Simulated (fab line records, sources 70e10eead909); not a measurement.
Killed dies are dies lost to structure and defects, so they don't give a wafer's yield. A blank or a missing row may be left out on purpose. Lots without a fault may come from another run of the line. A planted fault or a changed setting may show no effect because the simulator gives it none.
Which tool did it? | flow nand_harc | 12 lots, 36 wafers sampled, at 5 steps of a route of 1159

WHAT THE GAUGES READ, wafer by wafer
NHARC_A_BONDPAD_THK_MEAS_30: measures by ellipsometry.
lot  | measured     | on            | thk_nm (nm)
L336 | day 18 00:52 | film_metro-02 | 199.4 200.9 200.7
L335 | day 18 02:07 | film_metro-02 | 202.6 201.2 200.0
L339 | day 18 05:13 | film_metro-02 | 200.8 199.0 198.4
L337 | day 18 06:02 | film_metro-01 | 201.2 200.1 200.7
L338 | day 18 06:42 | film_metro-02 | 199.3 202.0 200.7
L340 | day 19 00:15 | film_metro-01 | 202.3 200.3 199.3
L341 | day 19 12:19 | film_metro-01 | 201.4 202.0 199.3
L342 | day 19 22:38 | film_metro-01 | 198.5 202.5 201.4
L351 | day 21 19:22 | film_metro-02 | 200.4 199.2 200.9
L352 | day 21 22:00 | film_metro-02 | 201.0 200.8 201.7
L350 | day 22 01:15 | film_metro-02 | 199.3 199.7 200.4
L353 | day 22 05:49 | film_metro-02 | 200.7 200.0 196.8

NHARC_END_SORT_01.
lot  | measured     | on        | defect_limited_yield (%) | killed_at_array | killed_at_other | killed_at_periphery | killed_dies | killed_open | killed_short | sort_bin_2_pct (%) | sort_bin_3_pct (%) | sort_bin_4_pct (%) | sort_n_pass | sort_rim_yield_pct (%) | sort_yield_pct (%)
L342 | day 21 13:03 | prober-01 | 97.8 98.4 97.8           | 11 7 14         | 0 0 0           | 4 4 1               | 15 11 15    | 1 1 2       | 1 1 1        | 0.9 0.3 0.3        | 0.15 0 0           | 1.2 1.3 1.9        | 662 666 662 | 97.2 100.0 100.0       | 97.8 98.4 97.8
L351 | day 23 03:11 | prober-01 | 94.5 94.7 96.2           | 35 31 25        | 0 0 0           | 2 5 1               | 37 36 26    | 4 6 3       | 4 0 4        | 1.5 1.5 1.3        | 0.30 0.30 0        | 3.7 3.5 2.5        | 640 641 651 | 98.1 91.5 91.5         | 94.5 94.7 96.2
L350 | day 23 12:03 | prober-01 | 94.2 93.4 94.1           | 35 38 38        | 0 1 1           | 4 6 1               | 39 45 40    | 4 4 2       | 7 2 3        | 2.8 2.1 2.2        | 0.74 0.15 0        | 2.2 4.4 3.7        | 638 632 637 | 94.3 94.3 97.2         | 94.2 93.4 94.1
L353 | day 23 12:02 | prober-02 | 94.5 95.3 97.2           | 25 20 7         | 4 1 4           | 8 11 8              | 37 32 19    | 9 2 2       | 1 0 2        | 2.7 1.0 1.0        | 0.15 0.30 0.30     | 2.7 3.4 1.5        | 640 645 658 | 95.3 96.2 99.1         | 94.5 95.3 97.2

WHICH TOOL RAN EACH LOT (tool, then ch and the chambers of the sampled wafers, then the start)
lot  | NHARC_A_M1_ANNEAL_31             | NHARC_A_BONDPAD_STRIP_15           | NHARC_A_BONDPAD_ANNEAL_28
L336 | rtp_anneal-01 ch 0, day 17 22:44 | rie_diel-03 ch 0,3, day 18 02:04   | rtp_anneal-01 ch 0, day 18 03:25
L335 | rtp_anneal-02 ch 0, day 17 23:56 | rie_diel-03 ch 1,2,3, day 18 03:21 | rtp_anneal-01 ch 0, day 18 04:46
L339 | rtp_anneal-02 ch 0, day 18 03:06 | rie_diel-07 ch 1,2, day 18 06:16   | rtp_anneal-01 ch 0, day 18 11:40
L337 | rtp_anneal-01 ch 0, day 18 03:51 | rie_diel-07 ch 0,1,2, day 18 11:43 | rtp_anneal-02 ch 0, day 18 13:02
L338 | rtp_anneal-01 ch 0, day 18 04:33 | rie_diel-03 ch 1,2, day 18 11:53   | rtp_anneal-02 ch 0, day 18 13:27
L340 | rtp_anneal-01 ch 0, day 18 21:34 | rie_diel-03 ch 0,2, day 19 01:18   | rtp_anneal-01 ch 0, day 19 02:34
L341 | rtp_anneal-02 ch 0, day 19 10:08 | rie_diel-07 ch 0,1,2, day 19 13:40 | rtp_anneal-01 ch 0, day 19 14:57
L342 | rtp_anneal-02 ch 0, day 19 20:28 | rie_diel-03 ch 0,1,2, day 19 23:49 | rtp_anneal-01 ch 0, day 20 01:36
L351 | rtp_anneal-02 ch 0, day 21 17:10 | rie_diel-03 ch 1,2,3, day 21 20:33 | rtp_anneal-02 ch 0, day 21 21:49
L352 | rtp_anneal-02 ch 0, day 21 19:46 | rie_diel-03 ch 1,2,3, day 21 23:12 | rtp_anneal-01 ch 0, day 22 00:37
L350 | rtp_anneal-01 ch 0, day 21 23:04 | rie_diel-03 ch 2,3, day 22 02:18   | rtp_anneal-01 ch 0, day 22 03:46
L353 | rtp_anneal-02 ch 0, day 22 03:37 | rie_diel-01 ch 1,2,3, day 22 07:03 | rtp_anneal-01 ch 0, day 22 08:19
- NHARC_A_M1_ANNEAL_31: time 90 s.
- NHARC_A_BONDPAD_STRIP_15: strips in O2.
- NHARC_A_BONDPAD_ANNEAL_28: time 90 s.

WHAT THE TOOLS THEMSELVES READ (means of the sampled wafers that have a number; where no wafer has one, the mark that the record gives instead)
NHARC_A_M1_ANNEAL_31.
lot  | tool          | wafer_temp_C_max
L336 | rtp_anneal-01 | 226.36
L335 | rtp_anneal-02 | 226.44
L339 | rtp_anneal-02 | 226.27
L337 | rtp_anneal-01 | 226.18
L338 | rtp_anneal-01 | 226.20
L340 | rtp_anneal-01 | 226.13
L341 | rtp_anneal-02 | 226.38
L342 | rtp_anneal-02 | 226.33
L351 | rtp_anneal-02 | 226.20
L352 | rtp_anneal-02 | 226.17
L350 | rtp_anneal-01 | 226.32
L353 | rtp_anneal-02 | 226.70

NHARC_A_BONDPAD_STRIP_15.
lot  | tool        | chamber_pressure_mTorr (mTorr) | drypump_motor_current_A (A) | o2_flow_sccm (sccm) | oes_product_au (a.u.) | rf_vpp_V (V) | showerhead_plenum_p_Torr (Torr) | throttle_valve_pct (%)
L336 | rie_diel-03 | 59.94                          | 5.48                        | 498.6               | 0.988                 | 58.9         | 3.65                            | 17.038
L335 | rie_diel-03 | 60.04                          | 5.57                        | 500.2               | 1.002                 | 57.4         | 3.66                            | 17.041
L339 | rie_diel-07 | 60.03                          | 5.86                        | 500.7               | 0.993                 | 57.5         | 3.42                            | 17.040
L337 | rie_diel-07 | 60.05                          | 5.87                        | 499.3               | 1.004                 | 58.0         | 3.43                            | 17.036
L338 | rie_diel-03 | 60.03                          | 5.53                        | 500.0               | 0.998                 | 58.9         | 3.71                            | 17.036
L340 | rie_diel-03 | 60.02                          | 5.57                        | 501.7               | 0.997                 | 58.4         | 3.70                            | 17.041
L341 | rie_diel-07 | 60.01                          | 5.86                        | 500.3               | 0.992                 | 57.1         | 3.43                            | 17.033
L342 | rie_diel-03 | 59.97                          | 5.55                        | 500.2               | 1.001                 | 57.9         | 3.71                            | 17.049
L351 | rie_diel-03 | 50.62                          | 5.57                        | 501.1               | 1.000                 | 57.9         | 3.66                            | 17.033
L352 | rie_diel-03 | 50.59                          | 5.56                        | 500.8               | 0.999                 | 58.1         | 3.66                            | 17.043
L350 | rie_diel-03 | 50.65                          | 5.59                        | 498.4               | 0.999                 | 58.4         | 3.61                            | 17.031
L353 | rie_diel-01 | 60.00                          | 5.83                        | 499.7               | 0.998                 | 58.2         | 3.53                            | 17.034

NHARC_A_BONDPAD_ANNEAL_28.
lot  | tool          | wafer_temp_C_max
L336 | rtp_anneal-01 | 226.10
L335 | rtp_anneal-01 | 226.38
L339 | rtp_anneal-01 | 226.18
L337 | rtp_anneal-02 | 226.11
L338 | rtp_anneal-02 | 226.77
L340 | rtp_anneal-01 | 226.33
L341 | rtp_anneal-01 | 226.51
L342 | rtp_anneal-01 | 226.10
L351 | rtp_anneal-02 | 226.30
L352 | rtp_anneal-01 | 226.11
L350 | rtp_anneal-01 | 226.31
L353 | rtp_anneal-01 | 226.51

THE ANSWER, worked out from the rows above alone
Rule: what is usual is taken from the lots themselves. Put in order of their means at a reading, lots are off if they are a third of the lots or fewer, leave a main group of 4 or more, and stand apart from it by a gap of 3 or more times the standard deviation of the main group's means; of several such gaps the widest counts. A main group whose means are all the same, to the digits that the tables above print for the reading, isn't used. A lot without any number at a reading at which 4 lots or more have one is off too. The other lots that the step has rows for count as sound. The gauges are gone through in route order, then the tools' own readings, and for those a lot's mean is taken as printed above. The first step at which some lot is off is used, and at that step the reading that is off furthest; a lot without a number counts as furthest.
Off: L351, L352, L350, at NHARC_A_BONDPAD_STRIP_15 (chamber_pressure_mTorr). The main group: mean 60.01 mTorr, standard deviation 0.033.
A tool fits if, at that step or a process step before it, it ran every lot that is off, and no sound lot after the first of them. One fits: rie_diel-03 at NHARC_A_BONDPAD_STRIP_15. Its last sound lot is L342 (day 19 23:49), its first lot that is off L351 (day 21 20:33): a fault that began between those two fits.
The tool's own readings at NHARC_A_BONDPAD_STRIP_15 bear it out: on the lots that are off they differ by more than 5 times the standard deviation of the sound lots' means. chamber_pressure_mTorr reads 50.62 mTorr there against 60.01 mTorr on the sound lots.

WHAT THE SIMULATOR HAD PUT IN
Process parameter drift: rie_diel-03, from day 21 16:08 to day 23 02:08, at NHARC_A_BONDPAD_STRIP_15. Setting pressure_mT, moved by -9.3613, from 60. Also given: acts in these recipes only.
Lots struck among those shown: L351, L352, L350. The rule above found the same.
